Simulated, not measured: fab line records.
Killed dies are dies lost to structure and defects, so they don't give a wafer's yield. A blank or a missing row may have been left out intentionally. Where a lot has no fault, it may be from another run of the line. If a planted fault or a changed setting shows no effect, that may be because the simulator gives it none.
Which tool is to blame? | flow n5 finfet | 72 wafers sampled from 24 lots at 1 step of a route of 1938

## WHAT THE GAUGES SHOWED, per wafer
N5_BEOL_M10_THK_MEAS_01. Usual: for M10_ILD_THK the level is 269 nm and the standard deviation is 3.4.
lot  | measured     | on            | M10_ILD_THK (nm) | flag
L076 | day 11 19:01 | film metro-01 | 267 274 270      |
L078 | day 12 04:34 | film metro-01 | 269 269 270      |
L074 | day 12 07:57 | film metro-01 | 273 268 275      |
L077 | day 12 12:37 | film metro-02 | 265 270 271      |
L079 | day 12 16:45 | film metro-02 | 267 268 274      |
L080 | day 12 17:25 | film metro-01 | 266 270 271      |
L075 | day 12 21:32 | film metro-02 | 272 271 274      |
L081 | day 13 11:04 | film metro-01 | 267 268 269      |
L083 | day 13 14:28 | film metro-01 | 261 267 271      |
L082 | day 13 14:33 | film metro-02 | 268 273 272      |
L086 | day 14 18:11 | film metro-02 | 265 266 270      |
L084 | day 15 01:33 | film metro-01 | 264 272 269      |
L085 | day 15 01:50 | film metro-02 | 265 266 269      |
L087 | day 15 04:10 | film metro-01 | 270 269 272      |
L088 | day 15 19:59 | film metro-01 | 266 265 271      |
L089 | day 15 20:57 | film metro-02 | 271 268 272      |
L091 | day 15 21:59 | film metro-02 | 272 270 270      |
L094 | day 16 03:32 | film metro-02 | 265 276 271      |
L090 | day 16 06:26 | film metro-02 | 265 266 271      |
L092 | day 16 13:07 | film metro-02 | 266 273 274      |
L093 | day 16 15:50 | film metro-02 | 266 271 269      |
L096 | day 17 16:05 | film metro-02 | 266 266 271      |
L095 | day 17 17:38 | film metro-02 | 265 260 263      |
L097 | day 18 19:12 | film metro-02 | 262 270 268      |

## WHICH TOOL RAN EACH LOT (tool, then ch and the chambers of the sampled wafers, then the start)
The record holds no process step before these readings.

## WHAT THE TOOLS THEMSELVES READ (means of the sampled wafers that have a number; where no wafer has one, the mark that the record gives instead)
The record holds no such reading with a usual standard deviation.

## THE ANSWER, worked out from the rows above alone
Rule: lot off if the mean of its wafers having a number is beyond 3 standard deviations from the usual mean. A lot without any number at a reading at which 4 lots or more have one is off too. All remaining lots with rows at the step are treated as sound. Order of review: gauges by route order, followed by the tools' own readings, for which a lot's mean as printed above is used. The first step at which some lot is off is used, and at that step the reading that is off furthest; a lot without a number counts as furthest.
No lot is off on any of the readings shown, so nothing can be concluded from this.

## WHAT THE SIMULATOR HAD INSERTED
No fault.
